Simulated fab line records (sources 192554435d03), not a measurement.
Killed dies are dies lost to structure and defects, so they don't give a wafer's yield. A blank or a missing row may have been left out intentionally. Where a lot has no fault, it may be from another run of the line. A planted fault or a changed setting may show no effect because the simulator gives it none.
Split-lot study	flow n5_finfet	39 wafers read across 7 lots, on a route 1938 steps long

== ON THE SPLIT ==
At N5_HKMG_FIN_ETCH_32 (etches SOC in N2/H2, target depth 240 nm, time 300 s), the setting bias_w was moved away from the recipe's 150 W on 18 of the 39 wafers read, by -13.6% to +17.2%. For the rest of the wafers, this setting stayed at what the recipe calls for.

The split's own step is where the reading is taken.

== THE READING ==
rf_vpp_V, in V, at N5_HKMG_FIN_ETCH_32 (etches SOC in N2/H2, target depth 240 nm, time 300 s). A value of 524.1 V with a standard deviation of 2.4 V is what fault-free wafers of this fab line usually give.

wafer	tool, chamber at the split	bias_w as run, W	against the recipe	rf_vpp_V, V	against lot-mates on the recipe
L076.1	rie_diel-01, 3	150	recipe	528.7	-
L076.2	rie_diel-01, 2	133.4	-11.1%	486.4	-39.8
L076.3	rie_diel-01, 0	150	recipe	525.8	-
L076.4	rie_diel-01, 0	133.4	-11.1%	488.9	-37.3
L076.5	rie_diel-01, 3	133.4	-11.1%	491.5	-34.7
L076.6	rie_diel-01, 2	150	recipe	524.2	-
L080.1	rie_diel-01, 1	136.3	-9.1%	490.7	-34.5
L080.2	rie_diel-01, 0	136.3	-9.1%	494.5	-30.7
L080.3	rie_diel-01, 3	136.3	-9.1%	497.6	-27.6
L080.4	rie_diel-01, 2	150	recipe	522.9	-
L080.5	rie_diel-01, 3	150	recipe	528.6	-
L080.6	rie_diel-01, 2	150	recipe	524.2	-
L083.1	rie_diel-03, 2	150	recipe	521.9	-
L083.2	rie_diel-03, 1	150	recipe	527.4	-
L083.4	rie_diel-03, 0	150	recipe	523.6	-
L085.1	rie_diel-02, 2	174	+16.0%	577.0	+55.3
L085.2	rie_diel-02, 3	150	recipe	522.9	-
L085.3	rie_diel-02, 0	174	+16.0%	577.0	+55.3
L085.4	rie_diel-02, 1	150	recipe	520.7	-
L085.5	rie_diel-02, 0	174	+16.0%	577.2	+55.5
L085.6	rie_diel-02, 1	150	recipe	521.5	-
L090.1	rie_diel-01, 2	150	recipe	524.7	-
L090.2	rie_diel-01, 1	169.4	+12.9%	563.6	+39.1
L090.3	rie_diel-01, 3	169.4	+12.9%	569.2	+44.7
L090.4	rie_diel-01, 3	150	recipe	527.6	-
L090.5	rie_diel-01, 2	169.4	+12.9%	565.8	+41.3
L090.6	rie_diel-01, 1	150	recipe	521.1	-
L091.1	rie_diel-03, 1	150	recipe	525.8	-
L091.2	rie_diel-03, 2	150	recipe	520.9	-
L091.3	rie_diel-03, 3	150	recipe	523.0	-
L091.4	rie_diel-03, 2	175.8	+17.2%	576.2	+53.0
L091.5	rie_diel-03, 3	175.8	+17.2%	578.1	+54.9
L091.6	rie_diel-03, 1	175.8	+17.2%	581.0	+57.8
L094.1	rie_diel-01, 1	150	recipe	523.5	-
L094.2	rie_diel-01, 0	129.6	-13.6%	477.8	-46.9
L094.3	rie_diel-01, 3	129.6	-13.6%	480.1	-44.6
L094.4	rie_diel-01, 2	129.6	-13.6%	477.7	-47.0
L094.5	rie_diel-01, 3	150	recipe	528.0	-
L094.6	rie_diel-01, 2	150	recipe	522.6	-

FIT RESULTS
A straight line over all 39 wafers: rf_vpp_V changes by +3.25 V for each +1% of bias_w; r = +1.00; the points scatter about the line by 2.4 V.
The same after taking each lot's own level away (the mean of its wafers on the recipe; 39 wafers): +3.33 V for each +1%; r = +1.00; scatter 2.3 V.
On that fit, the largest move of bias_w shifts the reading by 57 V.
From 521.70 to 526.23 V: that is the span of the lots' own levels, equal to 1.9 times the standard deviation above.
The two slopes are in agreement: the lot-to-lot level therefore moves the slope only a little.
Check: +57.6 V against its lot-mates is what the line predicts for one of the wafers moved furthest among these (+17.2%) when that wafer is left out of the fit. Against them it came out at +53 V.
Tool readings at the split's step, against how far the setting was moved: rf_vpp_V r = +1.00.

== OTHER SPLITS APPLIED TO THESE WAFERS ==
Note: prior to the reading, these wafers also went through further splits. Each is held against what the fit with the lots' levels taken away leaves over:
other split on the same wafers	wafers away from the commonest value	r with rf_vpp_V (lot level and that fit taken away)
N5_DUMMY_GATE_EXPOSE_12 dose_mj	18	+0.13
N5_DUMMY_GATE_ETCH_37 source_w	15	+0.10
N5_DUMMY_GATE_ETCH_31 target_depth_a	12	+0.15

== THE WHOLE CHAIN: every reading that the file lists as answering this split, in the file's order ==
step	what it does	reading	change (the file's fit)	r (the file's)
N5_HKMG_FIN_ETCH_32	etches SOC in N2/H2, target depth 240 nm, time 300 s	rf_vpp_V	+3.33 V for each +1% of the setting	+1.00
N5_HKMG_FIN_ETCH_32	etches SOC in N2/H2, target depth 240 nm, time 300 s	etch.depth_nm (the simulator's own value, which no gauge read)	+1.26 nm for each +1% of the setting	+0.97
N5_HKMG_FIN_ETCH_32	etches SOC in N2/H2, target depth 240 nm, time 300 s	HKMG_FIN.feature_depth_nm (the simulator's own value, which no gauge read)	+1.26 nm for each +1% of the setting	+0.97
N5_HKMG_FIN_ETCH_32	etches SOC in N2/H2, target depth 240 nm, time 300 s	SiARC_of_HKMG_FIN_COAT_30.thk_nm (the simulator's own value, which no gauge read)	-0.178 nm for each +1% of the setting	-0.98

== FILE'S OWN FIT ==
rf_vpp_V changes by +3.33 V for each +1% of bias_w, r = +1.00.
